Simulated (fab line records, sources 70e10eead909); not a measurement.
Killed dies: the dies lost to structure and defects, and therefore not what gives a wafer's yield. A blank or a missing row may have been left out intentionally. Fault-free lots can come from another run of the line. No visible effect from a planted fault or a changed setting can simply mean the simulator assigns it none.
Matching of chambers | flow nandHarc | NHARC_A_DECK1_JOINT_CMP_13 on cmp-02: 4 sister chambers
The step polishes, target thk 51.023 nm. 4 wafers are shown with their chamber, then 10 later ones without.

EACH WAFER AND ITS CHAMBER
wafer  | chamber | motorCurrentA (A)
L087.3 | 3       | 12.7
L087.2 | 2       | 13.1
L087.5 | 1       | 10.5
L088.5 | 0       | 10.8

WAFERS WHOSE CHAMBER IS MISSING
wafer  | motorCurrentA (A)
L088.6 | 11.0
L088.1 | 11.0
L088.2 | 13.0
L088.4 | 12.6
L096.2 | 12.3
L096.3 | 11.1
L096.6 | 12.7
L096.1 | 10.8
L096.4 | 11.7
L096.5 | 12.5

WHICH CHAMBER EACH ONE RAN IN
wafer  | from the rows above               | in truth
L088.6 | can't be placed: 0 or 1           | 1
L088.1 | can't be placed: 0 or 1           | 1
L088.2 | can't be placed: 2 or 3           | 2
L088.4 | can't be placed: 3 or 2           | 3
L096.2 | can't be placed: 3 or 2           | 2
L096.3 | can't be placed: 0 or 1           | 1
L096.6 | can't be placed: 3 or 2           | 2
L096.1 | can't be placed: 0 or 1           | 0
L096.4 | can't be placed: 0 or 3 or 1 or 2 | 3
L096.5 | can't be placed: 3 or 2           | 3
0 of 10 placed correctly. From these rows, 10 cannot be placed; in 10 the true chamber is one of the candidates. Wrongly placed: 0.
How it was worked out, from the rows above alone: a wafer's distance from a chamber is the root of the sum, over the readings, of the square of ((its reading less the chamber's mean) divided by the reading's scatter). If the next closest chamber is less than 2 further off than the closest, the wafer can't be placed; otherwise it belongs to the closest. A chamber's mean is the mean of its shown wafers. The scatter: with one shown wafer a chamber, the root of the mean of the squares of how far each hidden wafer lies from its nearest shown one.
